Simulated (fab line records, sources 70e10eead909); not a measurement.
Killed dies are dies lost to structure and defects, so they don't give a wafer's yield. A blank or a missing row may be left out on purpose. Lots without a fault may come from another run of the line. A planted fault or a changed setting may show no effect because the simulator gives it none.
Chamber matching | flow nand_harc | NHARC_A_STAIRCASE_DESCUM_168 on rie_diel-13: 4 sister chambers
The step chemistry O2, time 3 s. 14 wafers are shown with their chamber, then 7 later ones without.

WAFERS WITH THEIR CHAMBER
wafer  | chamber | drypump_motor_current_A (A) | showerhead_plenum_p_Torr (Torr) | oes_product_au (a.u.)
L074.2 | 3       | 5.0                         | 1.81                            | 0.997
L074.4 | 0       | 5.3                         | 1.77                            | 1.044
L074.5 | 1       | 5.6                         | 1.87                            | 0.990
L077.1 | 0       | 5.3                         | 1.77                            | 1.047
L077.4 | 3       | 5.0                         | 1.80                            | 1.008
L077.6 | 2       | 5.4                         | 2.01                            | 1.016
L085.1 | 1       | 5.6                         | 1.86                            | 0.978
L085.2 | 0       | 5.2                         | 2.08                            | 1.011
L085.6 | 2       | 5.4                         | 2.00                            | 0.974
L089.1 | 1       | 5.6                         | 1.86                            | 0.998
L089.2 | 2       | 5.4                         | 2.00                            | 0.991
L089.5 | 0       | 5.3                         | 2.07                            | 1.026
L095.2 | 3       | 5.0                         | 1.79                            | 1.023
L095.4 | 0       | 5.3                         | 2.06                            | 1.030

SIGNATURES (means of the wafers above)
reading                  | chamber 0 | chamber 1 | chamber 2 | chamber 3 | scatter within a chamber
drypump_motor_current_A  | 5.280     | 5.600     | 5.400     | 5.000     | 0.0283
showerhead_plenum_p_Torr | 1.9500    | 1.8633    | 2.0033    | 1.8000    | 0.104
oes_product_au           | 1.03160   | 0.98867   | 0.99367   | 1.00933   | 0.0151
Rule: a wafer's distance from a chamber is the root of the sum, over the readings, of the square of ((its reading less the chamber's mean) divided by the reading's scatter). The wafer belongs to the nearest chamber; if the next one is less than 2 further off, it can't be placed. The scatter: the root of (the sum of the squares of (reading less its chamber's mean) over the shown wafers, divided by (wafers less chambers)).

WAFERS WITHOUT THEIR CHAMBER
wafer  | drypump_motor_current_A (A) | showerhead_plenum_p_Torr (Torr) | oes_product_au (a.u.)
L095.5 | 5.6                         | 1.85                            | 1.014
L096.1 | 5.6                         | 1.85                            | 1.003
L096.3 | 5.0                         | 1.79                            | 1.030
L096.4 | 5.2                         | 2.07                            | 1.026
L097.3 | 5.2                         | 2.06                            | 1.016
L097.4 | 4.9                         | 1.79                            | 1.010
L097.6 | 5.4                         | 1.99                            | 0.983

WHICH CHAMBER EACH WENT THROUGH
wafer  | from the rows above | in truth
L095.5 | 1                   | 1
L096.1 | 1                   | 1
L096.3 | 3                   | 3
L096.4 | 0                   | 0
L097.3 | 0                   | 0
L097.4 | 3                   | 3
L097.6 | 2                   | 2
Placed correctly: 7 of 7. Can't be placed from these rows: 0. Placed wrongly: 0.
